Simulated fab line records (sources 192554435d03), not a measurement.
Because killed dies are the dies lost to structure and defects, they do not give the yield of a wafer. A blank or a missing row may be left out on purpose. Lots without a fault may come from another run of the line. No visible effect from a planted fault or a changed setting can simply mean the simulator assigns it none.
Split-lot experiment | flow n5Finfet | on a route of 1938 steps: 7 lots, 39 wafers read

ON THE SPLIT
At N5_BEOL_M4_ILD_DEP_00 (deposits SiOC from DEMS/O2, target thk 79 nm, time 15.3 s), the setting targetThkA was moved away from the recipe's 790 angstrom on 6 of the 39 wafers read, by -34.9% to -29.6%. For the rest of the wafers, this setting stayed at what the recipe calls for.

Split to reading: the file shows no intervening step.

THE READING
M4_ILD_THK in nanometres, read at N5_BEOL_M4_THK_MEAS_01. Typical for fault-free wafers on this fab line: 78.4 nm, with standard deviation 1.2 nm.

wafer  | tool, chamber at the split | targetThkA as run, angstrom | against the recipe | M4_ILD_THK, nm | against lot-mates on the recipe
L075.1 | pecvd-04, 2                | 790                         | recipe             | 77.8           | -
L075.2 | pecvd-04, 1                | 790                         | recipe             | 78.0           | -
L075.3 | pecvd-04, 0                | 790                         | recipe             | 77.4           | -
L075.4 | pecvd-04, 0                | 790                         | recipe             | 80.0           | -
L075.5 | pecvd-04, 1                | 790                         | recipe             | 78.3           | -
L075.6 | pecvd-04, 2                | 790                         | recipe             | 79.6           | -
L079.1 | pecvd-04, 2                | 790                         | recipe             | 78.7           | -
L079.2 | pecvd-04, 0                | 790                         | recipe             | 77.1           | -
L079.3 | pecvd-04, 1                | 790                         | recipe             | 77.5           | -
L079.4 | pecvd-04, 0                | 790                         | recipe             | 79.8           | -
L079.5 | pecvd-04, 1                | 790                         | recipe             | 78.0           | -
L079.6 | pecvd-04, 2                | 790                         | recipe             | 79.5           | -
L083.1 | pecvd-03, 0                | 556.3                       | -29.6%             | 53.2           | -24.9
L083.2 | pecvd-03, 1                | 790                         | recipe             | 77.7           | -
L083.3 | pecvd-03, 2                | 790                         | recipe             | 77.3           | -
L083.4 | pecvd-03, 1                | 790                         | recipe             | 79.4           | -
L083.5 | pecvd-03, 2                | 556.3                       | -29.6%             | 54.0           | -24.1
L083.6 | pecvd-03, 0                | 556.3                       | -29.6%             | 55.2           | -22.9
L081.1 | pecvd-02, 1                | 790                         | recipe             | 79.8           | -
L081.2 | pecvd-02, 0                | 790                         | recipe             | 80.1           | -
L081.3 | pecvd-02, 1                | 790                         | recipe             | 80.1           | -
L081.4 | pecvd-02, 0                | 790                         | recipe             | 80.6           | -
L081.5 | pecvd-02, 0                | 790                         | recipe             | 81.0           | -
L081.6 | pecvd-02, 1                | 790                         | recipe             | 79.6           | -
L080.1 | pecvd-04, 2                | 790                         | recipe             | 77.3           | -
L080.2 | pecvd-04, 0                | 790                         | recipe             | 77.7           | -
L080.3 | pecvd-04, 1                | 790                         | recipe             | 77.0           | -
L080.4 | pecvd-04, 2,0              | 790                         | recipe             | 78.8           | -
L080.5 | pecvd-04, 1                | 790                         | recipe             | 78.5           | -
L080.6 | pecvd-04, 2,0              | 790                         | recipe             | 78.9           | -
L085.3 | pecvd-03, 0                | 790                         | recipe             | 77.8           | -
L085.4 | pecvd-03, 1                | 790                         | recipe             | 79.0           | -
L085.5 | pecvd-03, 0                | 790                         | recipe             | 79.3           | -
L093.1 | pecvd-04, 2                | 790                         | recipe             | 76.7           | -
L093.2 | pecvd-04, 1                | 514.4                       | -34.9%             | 50.5           | -27.3
L093.3 | pecvd-04, 0                | 514.4                       | -34.9%             | 50.3           | -27.5
L093.4 | pecvd-04, 2                | 790                         | recipe             | 77.8           | -
L093.5 | pecvd-04, 1                | 514.4                       | -34.9%             | 50.9           | -26.9
L093.6 | pecvd-04, 0                | 790                         | recipe             | 79.0           | -
The file does not say which wafer passed through which chamber wherever a row lists several chambers: such a row stands for several wafers.

THE FIT
A straight line over all 39 wafers: M4_ILD_THK changes by +0.814 nm for each +1% of targetThkA; r = +0.99; the points scatter about the line by 1.1 nm.
The same after taking each lot's own level away (the mean of its wafers on the recipe; 39 wafers): +0.794 nm for each +1%; r = +1.00; scatter 0.84 nm.
According to that fit, moving targetThkA by its largest amount changes the reading by 28 nm.
The span of the lots' own levels, 77.83 to 80.20 nm, comes to 2.0 times the standard deviation stated above.
Hence the lot-to-lot level has little effect on the slope; both slopes agree.
Check: for one of the wafers moved furthest among these (-34.9%), held out of the fit, the line's prediction against its lot-mates is -27.8 nm. It came out at -27.3 nm against them.

FURTHER SPLITS ON THESE WAFERS
These wafers also went through other splits before the reading. Each is held against what the fit with the lots' levels taken away leaves over:
other split on the same wafers            | wafers away from the commonest value | r with M4_ILD_THK (lot level and that fit taken away)
N5_FIN_SAQP_ETCH_65 timeS                 | 15                                   | +0.02
N5_SD_EPI_N_EPI_21 timeS                  | 12                                   | -0.09
N5_MOL_CONTACT_COAG_ETCH_124 targetDepthA | 15                                   | -0.04
N5_BEOL_M3_CVD_47 targetThkA              | 12                                   | +0.00

THE WHOLE CHAIN: every reading that the file lists as answering this split, in the file's order
step                   | what it does                                              | reading                                                                           | change (the file's fit)               | r (the file's)
N5_BEOL_M4_ILD_DEP_00  | deposits SiOC from DEMS/O2, target thk 79 nm, time 15.3 s | SiOC_of_BEOL_M4_ILD_DEP_00.thkNm (the simulator's own value, which no gauge read) | +0.796 nm for each +1% of the setting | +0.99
N5_BEOL_M4_THK_MEAS_01 |                                                           | M4_ILD_THK                                                                        | +0.794 for each +1% of the setting    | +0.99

FILE'S OWN FIT
M4_ILD_THK changes by +0.794 nm for each +1% of targetThkA, r = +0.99.
